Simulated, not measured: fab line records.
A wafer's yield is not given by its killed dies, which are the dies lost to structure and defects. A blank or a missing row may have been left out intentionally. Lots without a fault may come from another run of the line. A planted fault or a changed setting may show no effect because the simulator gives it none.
Which tool was responsible? + flow nandHarc + Sampling: 12 lots, 36 wafers, 4 of 1302 route steps

## WHAT EACH GAUGE READ, for each wafer
NHARC_P_GATE_CD_MEAS_46: the cd target is 720 nm. Usual: cdNm at 720.0 nm, with a standard deviation of 1.3.
| lot  | measured     | on       | cdNm (nm)         | flag |
|------|--------------|----------|-------------------|------|
| L918 | day 5 15:23  | cdSem-02 | 721.3 718.4 719.6 |      |
| L921 | day 6 17:58  | cdSem-02 | 720.6 719.2 718.3 |      |
| L922 | day 7 07:42  | cdSem-02 | 720.4 719.2 720.4 |      |
| L923 | day 7 18:19  | cdSem-02 | 719.8 718.5 718.6 |      |
| L924 | day 7 23:32  | cdSem-03 | 721.3 719.2 719.8 |      |
| L926 | day 8 23:34  | cdSem-02 | 718.8 720.7 720.9 |      |
| L928 | day 10 00:14 | cdSem-01 | 720.5 720.0 718.4 |      |
| L929 | day 10 08:31 | cdSem-01 | 721.8 719.9 721.0 |      |
| L930 | day 10 14:44 | cdSem-01 | 722.2 720.8 721.7 |      |
| L931 | day 10 18:29 | cdSem-01 | 719.2 720.1 719.5 |      |
| L940 | day 14 15:12 | cdSem-01 | 720.3 719.1 721.3 |      |
| L941 | day 15 04:31 | cdSem-02 | 719.8 719.0 717.4 |      |

## EACH LOT AND THE TOOL THAT RAN IT (in order: tool; ch and the chambers of the sampled wafers; start)
| lot  | NHARC_P_GATE_DESCUM_31            | NHARC_P_GATE_HM_OPEN_105                     | NHARC_P_GATE_PRECLEAN_99           |
|------|-----------------------------------|----------------------------------------------|------------------------------------|
| L918 | rieDiel-07 ch 0,1,2, day 5 03:39  | rieDiel-07 ch 0,1,3, day 5 14:37 or earlier  | wetBench-09 ch 1,2,3, day 5 14:37  |
| L921 | rieDiel-03 ch 0,2,3, day 6 06:16  | rieDiel-03 ch 0,3, day 6 17:20 or earlier    | wetBench-05 ch 0,4,5, day 6 17:20  |
| L922 | rieDiel-07 ch 0,1, day 6 19:44    | rieDiel-07 ch 0,1, day 7 06:57 or earlier    | wetBench-05 ch 0,4,7, day 7 06:57  |
| L923 | rieDiel-03 ch 0,3, day 7 06:26    | rieDiel-03 ch 1,2, day 7 17:33 or earlier    | wetBench-05 ch 0,1,7, day 7 17:33  |
| L924 | rieDiel-12 ch 0,1,2, day 7 11:45  | rieDiel-12 ch 0,3, day 7 22:46 or earlier    | wetBench-05 ch 0,4,6, day 7 22:46  |
| L926 | rieDiel-03 ch 0,1,3, day 8 12:01  | rieDiel-03 ch 0,2,3, day 8 22:56 or earlier  | wetBench-03 ch 0,1,3, day 8 22:56  |
| L928 | rieDiel-12 ch 0,1,2, day 9 12:38  | rieDiel-12 ch 0,1,2, day 9 23:35 or earlier  | wetBench-09 ch 0,3,4, day 9 23:35  |
| L929 | rieDiel-03 ch 0,1,2, day 9 20:49  | rieDiel-03 ch 1,2, day 10 07:46 or earlier   | wetBench-09 ch 4,5,6, day 10 07:46 |
| L930 | rieDiel-12 ch 0,3, day 10 02:59   | rieDiel-12 ch 0,3, day 10 14:05 or earlier   | wetBench-05 ch 1,3,4, day 10 14:05 |
| L931 | rieDiel-03 ch 0,1,2, day 10 06:49 | rieDiel-03 ch 0,1, day 10 17:52 or earlier   | wetBench-03 ch 0,2,5, day 10 17:52 |
| L940 | rieDiel-07 ch 0,1,3, day 14 03:28 | rieDiel-07 ch 0,1,3, day 14 14:26 or earlier | wetBench-05 ch 0,5,6, day 14 14:26 |
| L941 | rieDiel-03 ch 2,3, day 14 14:44   | rieDiel-03 ch 0,1,3, day 15 03:53 or earlier | wetBench-05 ch 0,5,7, day 15 03:53 |
- NHARC_P_GATE_DESCUM_31: chemistry O2, time 3 s.
- NHARC_P_GATE_HM_OPEN_105: chemistry O2/COS, target depth 360 nm.
- NHARC_P_GATE_PRECLEAN_99: cleans in SC1.

## AS READ BY THE TOOLS THEMSELVES (means over the sampled wafers that have a number; for cases with no such wafer, the mark the record gives instead)
NHARC_P_GATE_DESCUM_31. Usual: drypumpMotorCurrentA 5.6 A, standard deviation 0.38; oesProductAu 0.998 a.u., standard deviation 0.0088; rfVppV 58.1 V, standard deviation 0.89; showerheadPlenumPTorr 1.94 Torr, standard deviation 0.089; throttleValvePct 11.313 %, standard deviation 0.0085.
| lot  | tool       | drypumpMotorCurrentA (A) | oesProductAu (a.u.) | rfVppV (V) | showerheadPlenumPTorr (Torr) | throttleValvePct (%) | flag |
|------|------------|--------------------------|---------------------|------------|------------------------------|----------------------|------|
| L918 | rieDiel-07 | 5.4                      | 1.005               | 57.8       | 2.00                         | 11.308               |      |
| L921 | rieDiel-03 | 5.5                      | 1.000               | 58.0       | 1.96                         | 11.312               |      |
| L922 | rieDiel-07 | 5.3                      | 0.992               | 58.8       | 1.96                         | 11.321               |      |
| L923 | rieDiel-03 | 5.8                      | 1.004               | 58.1       | 1.95                         | 11.304               |      |
| L924 | rieDiel-12 | 5.6                      | 1.001               | 58.2       | 1.88                         | 11.308               |      |
| L926 | rieDiel-03 | 5.7                      | 0.999               | 58.1       | 1.89                         | 11.305               |      |
| L928 | rieDiel-12 | 5.6                      | 0.993               | 58.5       | 1.88                         | 11.317               |      |
| L929 | rieDiel-03 | 5.3                      | 0.995               | 58.5       | 1.91                         | 11.318               |      |
| L930 | rieDiel-12 | 6.0                      | 1.001               | 57.6       | 1.86                         | 11.315               |      |
| L931 | rieDiel-03 | 5.3                      | 0.991               | 59.4       | 1.91                         | 11.316               |      |
| L940 | rieDiel-07 | 5.5                      | 0.995               | 57.6       | 2.00                         | 11.314               |      |
| L941 | rieDiel-03 | 5.9                      | 0.999               | 58.4       | 1.96                         | 11.310               |      |

NHARC_P_GATE_HM_OPEN_105. Usual: cosFlowSccm 20.00 sccm, standard deviation 0.059; drypumpMotorCurrentA 5.6 A, standard deviation 0.41; oesProductAu 1.000 a.u., standard deviation 0.0067; rfVppV 467.9 V, standard deviation 3; showerheadPlenumPTorr 3.15 Torr, standard deviation 0.14; throttleValvePct 28.330 %, standard deviation 0.008.
| lot  | tool       | cosFlowSccm (sccm) | drypumpMotorCurrentA (A) | oesProductAu (a.u.) | rfVppV (V) | showerheadPlenumPTorr (Torr) | throttleValvePct (%) | flag |
|------|------------|--------------------|--------------------------|---------------------|------------|------------------------------|----------------------|------|
| L918 | rieDiel-07 | 20.03              | 5.5                      | 0.997               | 470.4      | 3.26                         | 28.328               |      |
| L921 | rieDiel-03 | 20.04              | 5.8                      | 0.993               | 468.6      | 3.18                         | 28.325               |      |
| L922 | rieDiel-07 | 20.02              | 5.3                      | 0.994               | 469.9      | 3.24                         | 28.328               |      |
| L923 | rieDiel-03 | 20.02              | 5.5                      | 0.998               | 467.0      | 3.13                         | 28.326               |      |
| L924 | rieDiel-12 | 19.99              | 6.0                      | 0.997               | 465.3      | 3.05                         | 28.324               |      |
| L926 | rieDiel-03 | 19.94              | 5.5                      | 1.002               | 468.7      | 3.20                         | 28.336               |      |
| L928 | rieDiel-12 | 20.00              | 5.6                      | 0.998               | 467.1      | 3.08                         | 28.326               |      |
| L929 | rieDiel-03 | 20.04              | 5.6                      | 0.996               | 466.3      | 3.03                         | 28.337               |      |
| L930 | rieDiel-12 | 20.00              | 6.0                      | 1.009               | 467.5      | 3.13                         | 28.319               |      |
| L931 | rieDiel-03 | 20.03              | 5.3                      | 1.002               | 466.9      | 3.09                         | 28.330               |      |
| L940 | rieDiel-07 | 20.01              | 5.5                      | 1.002               | 470.0      | 3.25                         | 28.334               |      |
| L941 | rieDiel-03 | 19.95              | 5.7                      | 0.996               | 467.0      | 3.08                         | 28.329               |      |

NHARC_P_GATE_PRECLEAN_99. Usual: bathHeatDutyPct at 7.0 %, with a standard deviation of 0.78.
| lot  | tool        | bathHeatDutyPct (%) | flag |
|------|-------------|---------------------|------|
| L918 | wetBench-09 | 7.4                 |      |
| L921 | wetBench-05 | 7.3                 |      |
| L922 | wetBench-05 | 7.3                 |      |
| L923 | wetBench-05 | 6.8                 |      |
| L924 | wetBench-05 | 6.8                 |      |
| L926 | wetBench-03 | 6.8                 |      |
| L928 | wetBench-09 | 7.4                 |      |
| L929 | wetBench-09 | 7.8                 |      |
| L930 | wetBench-05 | 6.6                 |      |
| L931 | wetBench-03 | 7.1                 |      |
| L940 | wetBench-05 | 6.6                 |      |
| L941 | wetBench-05 | 6.4                 |      |

## THE ANSWER, worked out from the rows above alone
Rule: lot off if the mean of its wafers having a number is beyond 3 standard deviations from the usual mean. Also off: a lot with no number at a reading for which 4 or more lots have one. The other lots that the step has rows for count as sound. Order of review: gauges by route order, followed by the tools' own readings, for which a lot's mean as printed above is used. The first step at which some lot is off is used, and at that step the reading that is off furthest; a lot without a number counts as furthest.
Nothing can be told from this: no lot is off at any reading shown.

## WHAT HAD BEEN PUT IN BY THE SIMULATOR
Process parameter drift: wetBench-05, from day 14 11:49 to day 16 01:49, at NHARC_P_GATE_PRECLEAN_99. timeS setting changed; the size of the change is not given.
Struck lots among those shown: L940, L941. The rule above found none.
